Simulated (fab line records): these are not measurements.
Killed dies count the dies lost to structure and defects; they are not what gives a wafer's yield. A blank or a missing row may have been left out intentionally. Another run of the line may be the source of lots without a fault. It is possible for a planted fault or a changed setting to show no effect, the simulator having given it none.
Split-lot experiment -- flow n5-finfet -- 21 wafers read across 7 lots, on a route 1938 steps long

## THE SPLIT ITSELF
At N5_BEOL_M10_HM_DEP_02 (deposits TiN, target thk 20 nm), the setting target-thk-a was moved away from the recipe's 200 angstrom on 7 of the 21 wafers read, by -12.5% to +12.1%. For the rest of the wafers, this setting stayed at what the recipe calls for.

## FROM THE SPLIT TO THE READING: what the file shows between them, 4 steps
- N5_BEOL_M10_COAT_59: time 60 s, resist thk 100 nm
- N5_BEOL_M10_COAT_60: time 60 s, resist thk 30 nm
- N5_BEOL_M10_STRIP_68: strips in N2/H2
- N5_BEOL_M10_STRIP_67: strips in CF4

## THE READING
etch.depth-nm (the simulator's own value, which no gauge read), in nm, at N5_BEOL_M10_HM_OPEN_17 (chemistry Cl2/BCl3, target TiN, target depth 20 nm, overetch 6 nm). There is no usual value for it anywhere in the file. Across the 14 wafers here that went through the recipe, the average is 20.05 nm and the standard deviation 0.35 nm.

wafer,"tool, chamber at the split","target-thk-a as run, angstrom",against the recipe,"etch.depth-nm, nm",against lot-mates on the recipe
L074.1,"pvd-sputter-02, -",218.6,+9.3%,21.57,+1.92
L074.3,"pvd-sputter-02, -",200,recipe,19.65,-
L074.5,"pvd-sputter-02, -",218.6,+9.3%,21.66,+2.01
L077.1,"pvd-sputter-02, -",224.1,+12.1%,22.27,+2.19
L077.3,"pvd-sputter-02, -",200,recipe,20.08,-
L077.6,"pvd-sputter-02, -",224.1,+12.1%,22.4,+2.32
L079.1,"pvd-sputter-02, -",200,recipe,19.49,-
L079.3,"pvd-sputter-02, -",200,recipe,19.89,-
L079.6,"pvd-sputter-02, -",200,recipe,19.83,-
L083.1,"pvd-sputter-01, -",174.9,-12.5%,16.9,-2.95
L083.5,"pvd-sputter-01, -",174.9,-12.5%,16.9,-2.95
L083.6,"pvd-sputter-01, -",200,recipe,19.85,-
L086.1,"pvd-sputter-02, -",200,recipe,20.29,-
L086.2,"pvd-sputter-02, -",200,recipe,19.95,-
L086.3,"pvd-sputter-02, -",212.4,+6.2%,21.34,+1.22
L087.1,"pvd-sputter-03, -",200,recipe,20.76,-
L087.5,"pvd-sputter-03, -",200,recipe,20.42,-
L087.6,"pvd-sputter-03, -",200,recipe,20.59,-
L095.1,"pvd-sputter-01, -",200,recipe,19.79,-
L095.3,"pvd-sputter-01, -",200,recipe,19.88,-
L095.4,"pvd-sputter-01, -",200,recipe,20.22,-

THE FIT
A straight line over all 21 wafers: etch.depth-nm changes by +0.213 nm for each +1% of target-thk-a; r = +0.97; the points scatter about the line by 0.36 nm.
The same after taking each lot's own level away (the mean of its wafers on the recipe; 21 wafers): +0.213 nm for each +1%; r = +0.99; scatter 0.18 nm.
Per that fit: largest target-thk-a move, reading shift of 2.7 nm.
The lots' own levels span 19.650 to 20.590 nm, that is 2.7 times the standard deviation above.
Consequently the slope shifts little with the lot-to-lot level, the two slopes agreeing.
Check: -2.65 nm against its lot-mates is what the line predicts for one of the wafers moved furthest among these (-12.5%) when that wafer is left out of the fit. Against them it came out at -2.95 nm.

## THE OTHER SPLITS THESE WAFERS WENT THROUGH
Other splits were also applied to these wafers ahead of the reading. Each is held against what the fit with the lots' levels taken away leaves over:
other split on the same wafers,wafers away from the commonest value,r with etch.depth-nm (lot level and that fit taken away)
N5_BEOL_M7_COAT_05 spin-rpm,9,+0.16
N5_BEOL_M7_EXPOSE_08 dose-mj,2,+0.04
N5_BEOL_M9_DESCUM_16 time-s,8,-0.18
N5_BEOL_M9_ETCH_62 time-s,4,-0.18

## THE WHOLE CHAIN: every reading that the file lists as answering this split, in the file's order
step,what it does,reading,change (the file's fit),r (the file's)
N5_BEOL_M10_HM_DEP_02,"deposits TiN, target thk 20 nm","TiN_of_BEOL_M10_HM_DEP_02.thk-nm (the simulator's own value, which no gauge read)",+0.212 nm for each +1% of the setting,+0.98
N5_BEOL_M10_HM_OPEN_17,"chemistry Cl2/BCl3, target TiN, target depth 20 nm, overetch 6 nm","etch.depth-nm (the simulator's own value, which no gauge read)",+0.21 nm for each +1% of the setting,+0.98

## THE FILE'S OWN FIT
etch.depth-nm changes by +0.21 nm for each +1% of target-thk-a, r = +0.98.
